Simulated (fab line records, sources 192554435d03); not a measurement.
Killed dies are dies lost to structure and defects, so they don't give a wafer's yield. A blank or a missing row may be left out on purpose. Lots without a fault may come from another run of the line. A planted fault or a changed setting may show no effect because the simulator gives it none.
Chamber matching | flow n5_finfet | N5_BEOL_M0_TRENCH_ETCH_107 on rie_diel-06: 4 sister chambers
The step etches SiOC in C4F6/O2, target depth 32.8 nm, time 16.4 s. 8 wafers are shown with their chamber, then 8 later ones without.

WAFERS WITH THEIR CHAMBER
wafer  | chamber | rf_vpp_V (V) | showerhead_plenum_p_Torr (Torr)
L082.2 | 2       | 679          | 2.79
L089.1 | 1       | 690          | 2.74
L089.2 | 3       | 656          | 2.96
L089.3 | 0       | 643          | 3.02
L094.2 | 3       | 658          | 2.96
L094.3 | 0       | 643          | 3.01
L094.6 | 2       | 677          | 2.78
L095.2 | 1       | 689          | 2.74

WAFERS WITHOUT THEIR CHAMBER
wafer  | rf_vpp_V (V) | showerhead_plenum_p_Torr (Torr)
L095.3 | 658          | 2.96
L095.4 | 677          | 2.78
L092.4 | 675          | 2.78
L092.5 | 678          | 2.78
L092.6 | 658          | 2.96
L096.1 | 644          | 3.01
L096.3 | 677          | 2.78
L096.5 | 690          | 2.74

WHICH CHAMBER EACH WENT THROUGH
wafer  | from the rows above | in truth
L095.3 | 3                   | 3
L095.4 | 2                   | 2
L092.4 | 2                   | 2
L092.5 | 2                   | 2
L092.6 | 3                   | 3
L096.1 | 0                   | 0
L096.3 | 2                   | 2
L096.5 | 1                   | 1
Placed correctly: 8 of 8. Can't be placed from these rows: 0. Placed wrongly: 0.
How it was worked out, from the rows above alone: a wafer's distance from a chamber is the root of the sum, over the readings, of the square of ((its reading less the chamber's mean) divided by the reading's scatter). The wafer belongs to the nearest chamber; if the next one is less than 2 further off, it can't be placed. A chamber's mean is the mean of its shown wafers. The scatter: the root of (the sum of the squares of (reading less its chamber's mean) over the shown wafers, divided by (wafers less chambers)).
